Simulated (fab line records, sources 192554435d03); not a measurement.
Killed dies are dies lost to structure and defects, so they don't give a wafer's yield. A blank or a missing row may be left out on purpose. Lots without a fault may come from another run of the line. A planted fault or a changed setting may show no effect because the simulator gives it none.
Which tool did it? | flow n5_finfet | 24 lots, 72 wafers sampled, at 4 steps of a route of 1938

WHAT THE GAUGES READ, wafer by wafer
N5_DUMMY_GATE_INSPECT_27: inspects for defects (brightfield).
lot  | measured    | on                | raw_defect_count
L074 | day 2 23:40 | defect_inspect-02 | 270 325 217
L075 | day 3 09:08 | defect_inspect-01 | 178 176 206
L076 | day 3 13:56 | defect_inspect-01 | 522 421 298
L077 | day 3 18:51 | defect_inspect-01 | 193 218 223
L078 | day 3 22:55 | defect_inspect-01 | 190 248 250
L079 | day 4 05:43 | defect_inspect-02 | 507 507 448
L080 | day 4 11:58 | defect_inspect-01 | 212 148 285
L081 | day 4 20:26 | defect_inspect-01 | 314 351 381
L082 | day 5 02:46 | defect_inspect-02 | 320 286 296
L083 | day 5 07:12 | defect_inspect-01 | 438 265 361
L084 | day 5 11:34 | defect_inspect-01 | 216 203 237
L085 | day 5 18:04 | defect_inspect-02 | 231 271 434
L086 | day 6 04:41 | defect_inspect-01 | 427 255 348
L087 | day 6 05:30 | defect_inspect-01 | 196 224 227
L088 | day 6 12:37 | defect_inspect-01 | 232 236 316
L089 | day 6 21:29 | defect_inspect-01 | 379 390 412
L090 | day 6 22:12 | defect_inspect-02 | 361 265 269
L091 | day 8 00:57 | defect_inspect-02 | 277 218 252
L092 | day 8 02:04 | defect_inspect-01 | 346 254 345
L093 | day 8 04:28 | defect_inspect-01 | 258 372 299
L094 | day 9 21:40 | defect_inspect-01 | 412 412 356
L095 | day 9 22:13 | defect_inspect-02 | 328 264 319
L096 | day 9 22:37 | defect_inspect-02 | 362 368 282
L097 | day 9 23:04 | defect_inspect-02 | 225 291 260

N5_SPACER0_INSPECT_04: inspects for defects (darkfield).
lot  | measured    | on                | raw_defect_count
L074 | day 3 00:57 | defect_inspect-02 | 127 150 115
L075 | day 3 09:45 | defect_inspect-01 | 100 109 82
L076 | day 3 14:32 | defect_inspect-02 | 209 178 147
L077 | day 3 19:55 | defect_inspect-01 | 74 119 106
L078 | day 3 23:32 | defect_inspect-01 | 109 107 123
L079 | day 4 07:39 | defect_inspect-02 | 230 193 201
L080 | day 4 12:43 | defect_inspect-01 | 77 91 128
L081 | day 4 21:02 | defect_inspect-02 | 128 158 188
L082 | day 5 03:22 | defect_inspect-02 | 128 147 143
L083 | day 5 07:54 | defect_inspect-02 | 186 135 172
L084 | day 5 12:10 | defect_inspect-02 | 128 108 87
L085 | day 5 19:29 | defect_inspect-01 | 123 126 188
L086 | day 6 05:30 | defect_inspect-01 | 167 130 166
L087 | day 6 06:07 | defect_inspect-02 | 92 110 100
L088 | day 6 13:13 | defect_inspect-01 | 105 115 139
L089 | day 6 22:49 | defect_inspect-02 | 151 159 144
L090 | day 6 23:21 | defect_inspect-01 | 152 122 117
L091 | day 8 01:44 | defect_inspect-02 | 130 104 117
L092 | day 8 03:50 | defect_inspect-01 | 137 126 157
L093 | day 8 05:23 | defect_inspect-01 | 104 139 144
L094 | day 9 22:16 | defect_inspect-01 | 220 214 207
L095 | day 9 22:49 | defect_inspect-01 | 145 123 165
L096 | day 9 23:13 | defect_inspect-02 | 162 167 154
L097 | day 9 23:40 | defect_inspect-02 | 98 120 110

N5_SD_EPI_N_INSPECT_11: inspects for defects (macro).
lot  | measured     | on                | raw_defect_count
L074 | day 3 01:24  | defect_inspect-01 | 0 2 0
L075 | day 3 10:05  | defect_inspect-01 | 4 3 1
L076 | day 3 14:52  | defect_inspect-01 | 2 2 1
L077 | day 3 20:14  | defect_inspect-02 | 1 1 3
L078 | day 3 23:51  | defect_inspect-02 | 3 1 1
L079 | day 4 08:06  | defect_inspect-02 | 4 2 1
L080 | day 4 13:10  | defect_inspect-02 | 2 4 0
L081 | day 4 21:29  | defect_inspect-02 | 2 0 3
L082 | day 5 03:49  | defect_inspect-01 | 1 3 2
L083 | day 5 08:22  | defect_inspect-01 | 1 0 2
L084 | day 5 12:29  | defect_inspect-01 | 2 1 1
L085 | day 5 19:56  | defect_inspect-02 | 3 2 1
L086 | day 6 05:49  | defect_inspect-01 | 3 2 3
L087 | day 6 06:34  | defect_inspect-01 | 2 0 3
L088 | day 6 13:32  | defect_inspect-02 | 3 3 2
L089 | day 6 23:09  | defect_inspect-01 | 3 2 1
L090 | day 6 23:41  | defect_inspect-01 | 4 1 0
L091 | day 8 02:04  | defect_inspect-02 | 1 3 1
L092 | day 8 04:10  | defect_inspect-01 | 6 2 1
L093 | day 8 05:50  | defect_inspect-01 | 2 2 1
L094 | day 9 22:43  | defect_inspect-01 | 3 3 3
L095 | day 9 23:16  | defect_inspect-01 | 0 2 0
L096 | day 9 23:32  | defect_inspect-01 | 1 1 1
L097 | day 10 00:07 | defect_inspect-01 | 1 1 1

WHICH TOOL RAN EACH LOT (tool, then ch and the chambers of the sampled wafers, then the start)
lot  | N5_DUMMY_GATE_DESCUM_20
L074 | rie_diel-02 ch 1,2,3, day 2 22:31
L075 | rie_diel-02 ch 0,1,3, day 3 07:59
L076 | rie_diel-03 ch 0,1,3, day 3 12:47
L077 | rie_diel-02 ch 0,1,2, day 3 17:35
L078 | rie_diel-02 ch 0,1,2, day 3 21:45
L079 | rie_diel-03 ch 0,2,3, day 4 04:20
L080 | rie_diel-05 ch 0,1, day 4 10:39
L081 | rie_diel-02 ch 1,2,3, day 4 19:17
L082 | rie_diel-02 ch 1,2, day 5 01:31
L083 | rie_diel-02 ch 0,2,3, day 5 05:47
L084 | rie_diel-05 ch 0,2, day 5 10:23
L085 | rie_diel-02 ch 2,3, day 5 16:54
L086 | rie_diel-02 ch 1,3, day 6 03:32
L087 | rie_diel-05 ch 0,1,3, day 6 04:03
L088 | rie_diel-02 ch 0,1, day 6 11:27
L089 | rie_diel-03 ch 2,3, day 6 20:15
L090 | rie_diel-03 ch 0,3, day 6 21:02
L091 | rie_diel-03 ch 1,3, day 7 23:32
L092 | rie_diel-02 ch 0,1, day 8 00:31
L093 | rie_diel-02 ch 1,2, day 8 02:42
L094 | rie_diel-02 ch 1,2,3, day 9 20:13
L095 | rie_diel-05 ch 1,2,3, day 9 20:46
L096 | rie_diel-05 ch 1,2,3, day 9 21:05
L097 | rie_diel-05 ch 2,3, day 9 21:18
- N5_DUMMY_GATE_DESCUM_20: chemistry O2, time 6.2 s.

WHAT THE TOOLS THEMSELVES READ (means of the sampled wafers that have a number; where no wafer has one, the mark that the record gives instead)
N5_DUMMY_GATE_DESCUM_20.
lot  | tool        | drypump_motor_current_A (A) | oes_product_au (a.u.) | rf_vpp_V (V) | showerhead_plenum_p_Torr (Torr) | throttle_valve_pct (%)
L074 | rie_diel-02 | 5.8                         | 0.83                  | 242.3        | 2.03                            | 20.45
L075 | rie_diel-02 | 5.4                         | 0.75                  | 242.7        | 2.07                            | 20.58
L076 | rie_diel-03 | 5.7                         | 0.78                  | 244.0        | 2.16                            | 20.51
L077 | rie_diel-02 | 5.5                         | 0.80                  | 243.5        | 2.08                            | 20.61
L078 | rie_diel-02 | 5.5                         | 0.80                  | 243.1        | 2.08                            | 20.60
L079 | rie_diel-03 | 5.7                         | 0.77                  | 244.1        | 2.13                            | 20.46
L080 | rie_diel-05 | 5.6                         | 0.79                  | 243.6        | 2.11                            | 20.24
L081 | rie_diel-02 | 5.9                         | 0.81                  | 241.5        | 2.03                            | 20.49
L082 | rie_diel-02 | 5.9                         | 0.86                  | 242.2        | 2.04                            | 20.51
L083 | rie_diel-02 | 5.6                         | 0.78                  | 242.5        | 2.07                            | 20.52
L084 | rie_diel-05 | 6.1                         | 0.69                  | 242.3        | 2.06                            | 20.56
L085 | rie_diel-02 | 6.0                         | 0.84                  | 242.4        | 2.04                            | 20.41
L086 | rie_diel-02 | 5.8                         | 0.75                  | 242.2        | 2.01                            | 20.48
L087 | rie_diel-05 | 5.8                         | 0.80                  | 243.0        | 2.10                            | 20.39
L088 | rie_diel-02 | 5.1                         | 0.70                  | 242.6        | 2.11                            | 20.76
L089 | rie_diel-03 | 5.6                         | 0.71                  | 242.3        | 2.06                            | 20.54
L090 | rie_diel-03 | 5.6                         | 0.75                  | 245.0        | 2.18                            | 20.50
L091 | rie_diel-03 | 5.7                         | 0.72                  | 243.9        | 2.11                            | 20.67
L092 | rie_diel-02 | 5.1                         | 0.70                  | 243.5        | 2.10                            | 20.76
L093 | rie_diel-02 | 5.8                         | 0.79                  | 241.8        | 2.02                            | 20.61
L094 | rie_diel-02 | 5.9                         | 0.78                  | 242.4        | 2.02                            | 20.53
L095 | rie_diel-05 | 6.0                         | 0.88                  | 243.1        | 2.09                            | 20.41
L096 | rie_diel-05 | 6.0                         | 0.87                  | 243.4        | 2.09                            | 20.42
L097 | rie_diel-05 | 6.3                         | 0.90                  | 242.2        | 2.06                            | 20.47

THE ANSWER, worked out from the rows above alone
Rule: what is usual is taken from the lots themselves. Put in order of their means at a reading, lots are off if they are a third of the lots or fewer, leave a main group of 4 or more, and stand apart from it by a gap of 3 or more times the standard deviation of the main group's means; of several such gaps the widest counts. A main group whose means are all the same, to the digits that the tables above print for the reading, isn't used. A lot without any number at a reading at which 4 lots or more have one is off too. The other lots that the step has rows for count as sound. The gauges are gone through in route order, then the tools' own readings, and for those a lot's mean is taken as printed above. The first step at which some lot is off is used, and at that step the reading that is off furthest; a lot without a number counts as furthest.
No lot is off at any reading shown: from this, nothing can be told.

WHAT THE SIMULATOR HAD PUT IN
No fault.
